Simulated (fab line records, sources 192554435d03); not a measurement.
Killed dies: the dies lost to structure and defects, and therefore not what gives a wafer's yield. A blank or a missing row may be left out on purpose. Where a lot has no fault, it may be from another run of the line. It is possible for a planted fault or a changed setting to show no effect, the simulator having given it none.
A lot that was struck, set against a sound lot :: flow n5-finfet :: 34 steps out of a route of 1938
Sound: these wafers, L943.2, L943.3, L943.6. Wafers struck: L942.1, L942.2, L942.5. At the end, the cause is stated.
Each step with rows lists, per side, the tool, then ch with its chambers, then its first start. Under that, the readings that differ: sound wafers :: struck wafers :: difference of the means :: sigmas: that difference in standard deviations of wafers without a fault.
alike: readings whose means differ by less than 2 such deviations, and words and numbers that are the same on both sides. not compared: withheld readings, readings that some wafer has no value for, bounds like >300 that may hide the same value, and numbers for which the record gives no deviation and whose values overlap.
A row with sigmas, a row that says differs or no value, or rows on one side alone: a step with any of these is where the two part. Numbers that have no deviation but don't overlap get no sigmas and don't part them. Lack of a reading on every wafer of one side parts them only where that side has two or more wafers.

first, 9 steps without rows for these wafers: N5_BEOL_M7_DESCUM_33 (chemistry O2, time 7 s); N5_BEOL_M7_ETCH_72 (etches underlayer in N2/H2, target depth 6.5 nm, time 5.2 s); N5_BEOL_M7_ETCH_65 (etches SiARC in CF4, target depth 15.6 nm, time 26 s); N5_BEOL_M7_ETCH_66 (etches SOC in N2/H2, target depth 80 nm, overetch 16 nm, time 120 s); N5_BEOL_M7_STRIP_69 (strips in N2/H2); N5_BEOL_M7_STRIP_73 (strips in N2/H2); N5_BEOL_M7_VIA_ETCH_34 (etches SiCOH lowk in C4F6/O2, target depth 125.5 nm, time 50.5 s); N5_BEOL_M7_STRIP_76 (strips in C4F6/O2); N5_BEOL_M7_STRIP_36 (strips in N2/H2).
N5_BEOL_M7_TRENCH_ETCH_37: etches SiCOH lowk in C4F6/O2, target depth 93.478 nm, time 31.2 s.
  sound on rie-diel-04 ch 0,1,3, day 14 23:39; struck on rie-diel-03 ch 0,2, day 14 02:32
  alike: drypump-motor-current-A, oes-product-au, rf-vpp-V, showerhead-plenum-p-Torr, throttle-valve-pct
  not compared: rf-hours-counter-h
then, 23 steps without rows for these wafers: N5_BEOL_M7_ETCH_41 (etches SiCN in CH3F/O2, target depth 31.9 nm, time 57.8 s); N5_BEOL_M7_STRIP_80 (strips in N2/H2, time 10 s); N5_BEOL_M7_HM_STRIP_39 (strips TiN in peroxide tin strip, target depth 25 nm, time 158 s); N5_BEOL_M7_SRD_40 (time 30 s); N5_BEOL_M7_PRECLEAN_42 (cleans in residue remover, time 60 s); N5_BEOL_M7_SRD_43 (time 30 s); N5_BEOL_M7_CURE_75 (cures SiCOH lowk, time 120 s); N5_BEOL_M7_DEGAS_44 (time 60 s); N5_BEOL_M7_PRE_CLEAN_45 (time 30 s); N5_BEOL_M7_ALD_77 (deposits TaN, target thk 2 nm, pulse time 2 s, purge time 3 s); N5_BEOL_M7_SURFACE_TREAT_79; N5_BEOL_M7_CVD_78 (deposits Co from CCTBA/H2, target thk 2 nm, time 142.3 s); N5_BEOL_M7_SPUTTER_48 (material Cu, target thk 10 nm, time 1.667 s); N5_BEOL_M7_ECD_50 (material Cu, target thk 300 nm); N5_BEOL_M7_ANNEAL_51 (time 90 s); N5_BEOL_M7_CMP_52 (polishes, stops on SiCOH lowk, t overpolish 6.9 s, target thk 80 nm); N5_BEOL_M7_PRE_CLEAN_55 (time 15 s); N5_BEOL_M7_DEP_56 (deposits SiCN from 3MS/NH3, target thk 10 nm, time 17.5 s); N5_BEOL_M8_ILD_DEP_00 (deposits SiCOH lowk from DEMS/porogen, target thk 179.75 nm, time 33.4 s); N5_BEOL_M8_CURE_74 (cures SiCOH lowk, time 240 s); N5_BEOL_M8_PECVD_70 (deposits SiO2 from TEOS/O2, target thk 20 nm, time 22.7 s); N5_BEOL_M8_HM_DEP_02 (deposits TiN, target thk 20 nm); N5_BEOL_M8_COAT_59 (time 60 s, resist thk 100 nm).
-- here the record skips 3 days between the struck wafers' starts before and after, leaving off in module BEOL_M8 and picking up in module PASSIVATION (first step shown: number 1936 of the route) --
N5_PASSIVATION_PROBE_49:
  the record has rows for the struck wafers here (prober-02, day 17 06:02) and none for the sound ones

== WHERE THEY PART ==
N5_PASSIVATION_PROBE_49 only, going by this record.

WHY: what had been put in by the simulator
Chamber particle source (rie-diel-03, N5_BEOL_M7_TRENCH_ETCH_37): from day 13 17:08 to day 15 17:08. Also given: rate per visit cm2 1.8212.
